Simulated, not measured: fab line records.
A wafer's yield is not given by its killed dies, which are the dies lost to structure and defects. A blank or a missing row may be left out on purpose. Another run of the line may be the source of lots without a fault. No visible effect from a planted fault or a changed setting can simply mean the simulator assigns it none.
Matching of chambers + flow nand-harc + rie-diel-09 running NHARC_A_STAIRCASE_ETCH_253: 4 sister chambers
The step etches the open film in C4F8/O2, target depth 50 nm, time 20.2 s. 22 wafers are shown with their chamber, then 11 later ones without.

== WAFERS PAIRED WITH THEIR CHAMBERS ==
| wafer  | chamber | rf-vpp-V (V) | oes-product-au (a.u.) |
|--------|---------|--------------|-----------------------|
| L078.1 | 3       | 897          | 0.966                 |
| L078.3 | 1       | 896          | 0.961                 |
| L078.4 | 2       | 906          | 0.966                 |
| L077.1 | 0       | 889          | 0.964                 |
| L077.2 | 2       | 906          | 0.973                 |
| L077.3 | 1       | 896          | 0.968                 |
| L080.1 | 1       | 897          | 0.958                 |
| L080.3 | 0       | 887          | 0.972                 |
| L080.5 | 1       | 897          | 0.966                 |
| L079.1 | 3       | 896          | 0.948                 |
| L079.2 | 0       | 887          | 0.950                 |
| L079.4 | 2       | 904          | 0.983                 |
| L081.1 | 1       | 898          | 0.972                 |
| L081.3 | 3       | 897          | 0.978                 |
| L081.4 | 2       | 906          | 0.955                 |
| L084.2 | 0       | 889          | 0.959                 |
| L084.5 | 3       | 896          | 0.987                 |
| L084.6 | 0       | 889          | 0.961                 |
| L085.1 | 0       | 888          | 0.962                 |
| L085.2 | 1       | 897          | 0.960                 |
| L085.3 | 3       | 896          | 0.976                 |
| L086.3 | 0       | 890          | 0.908                 |

SIGNATURES, as means of the wafers listed above
| reading        | chamber 0 | chamber 1 | chamber 2 | chamber 3 | scatter within a chamber |
|----------------|-----------|-----------|-----------|-----------|--------------------------|
| rf-vpp-V       | 888.43    | 896.83    | 905.50    | 896.40    | 0.905                    |
| oes-product-au | 0.95371   | 0.96417   | 0.96925   | 0.97100   | 0.0152                   |
Rule: for each reading, subtract the chamber's mean from the wafer's reading, divide by that reading's scatter and square the result; add these up over the readings and take the root, which gives the wafer's distance from the chamber. If the next closest chamber is less than 2 further off than the closest, the wafer can't be placed; otherwise it belongs to the closest. The scatter is the square root of a quotient: the sum, over the shown wafers, of each reading's squared deviation from its chamber's mean, divided by wafers minus chambers.

== WAFERS MISSING THEIR CHAMBER ==
| wafer  | rf-vpp-V (V) | oes-product-au (a.u.) |
|--------|--------------|-----------------------|
| L086.4 | 897          | 0.932                 |
| L086.6 | 906          | 0.929                 |
| L088.2 | 897          | 0.985                 |
| L088.4 | 887          | 0.980                 |
| L088.5 | 897          | 1.005                 |
| L089.2 | 888          | 0.960                 |
| L089.4 | 898          | 0.969                 |
| L089.5 | 903          | 0.958                 |
| L096.1 | 896          | 0.973                 |
| L096.2 | 886          | 0.980                 |
| L096.3 | 896          | 0.957                 |

== THE CHAMBER EACH PASSED THROUGH ==
| wafer  | from the rows above     | in truth |
|--------|-------------------------|----------|
| L086.4 | can't be placed: 1 or 3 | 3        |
| L086.6 | 2                       | 2        |
| L088.2 | can't be placed: 3 or 1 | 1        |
| L088.4 | 0                       | 0        |
| L088.5 | can't be placed: 3 or 1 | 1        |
| L089.2 | 0                       | 0        |
| L089.4 | can't be placed: 1 or 3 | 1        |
| L089.5 | 2                       | 2        |
| L096.1 | can't be placed: 3 or 1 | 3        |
| L096.2 | 0                       | 0        |
| L096.3 | can't be placed: 3 or 1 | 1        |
Correctly placed: 5 of 11. From these rows, 6 cannot be placed; in 6 the true chamber is one of the candidates. Wrongly placed: 0.
